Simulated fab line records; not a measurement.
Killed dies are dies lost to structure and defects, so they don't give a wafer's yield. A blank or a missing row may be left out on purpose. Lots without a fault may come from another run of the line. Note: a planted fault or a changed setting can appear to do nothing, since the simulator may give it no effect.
Chamber matching + flow nand_harc + NHARC_A_STAIRCASE_ETCH_271 on rie_diel-11: 4 sister chambers
The step etches the open film in CF4/CHF3. 4 wafers are shown with their chamber, then 8 later ones without.

== WAFERS WITH THEIR CHAMBER ==
| wafer  | chamber | drypump_motor_current_A (A) |
|--------|---------|-----------------------------|
| L268.5 | 3       | 6.2                         |
| L269.4 | 2       | 6.0                         |
| L269.6 | 0       | 5.4                         |
| L271.2 | 1       | 5.4                         |

== WAFERS WITH NO CHAMBER GIVEN ==
| wafer  | drypump_motor_current_A (A) |
|--------|-----------------------------|
| L271.5 | 5.3                         |
| L271.6 | 6.2                         |
| L273.3 | 5.4                         |
| L273.4 | 6.0                         |
| L273.5 | 6.0                         |
| L277.3 | 6.2                         |
| L277.4 | 5.4                         |
| L277.6 | 6.2                         |

== EACH ONE'S CHAMBER ==
| wafer  | from the rows above     | in truth |
|--------|-------------------------|----------|
| L271.5 | can't be placed: 0 or 1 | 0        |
| L271.6 | 3                       | 3        |
| L273.3 | can't be placed: 0 or 1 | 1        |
| L273.4 | 2                       | 2        |
| L273.5 | 2                       | 2        |
| L277.3 | 3                       | 3        |
| L277.4 | can't be placed: 0 or 1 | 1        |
| L277.6 | 3                       | 3        |
Correct placement for 5 of the 8. Cannot be placed on the basis of these rows: 3; the candidates contain the true chamber in 3. 0 placed wrongly.
How it was worked out, from the rows above alone: a wafer's distance from a chamber is the root of the sum, over the readings, of the square of ((its reading less the chamber's mean) divided by the reading's scatter). The wafer belongs to the nearest chamber; if the next one is less than 2 further off, it can't be placed. The mean given for a chamber averages the wafers shown for that chamber. The scatter (one wafer shown for each chamber): square how far every hidden wafer sits from the nearest shown wafer, average those squares and take the square root.
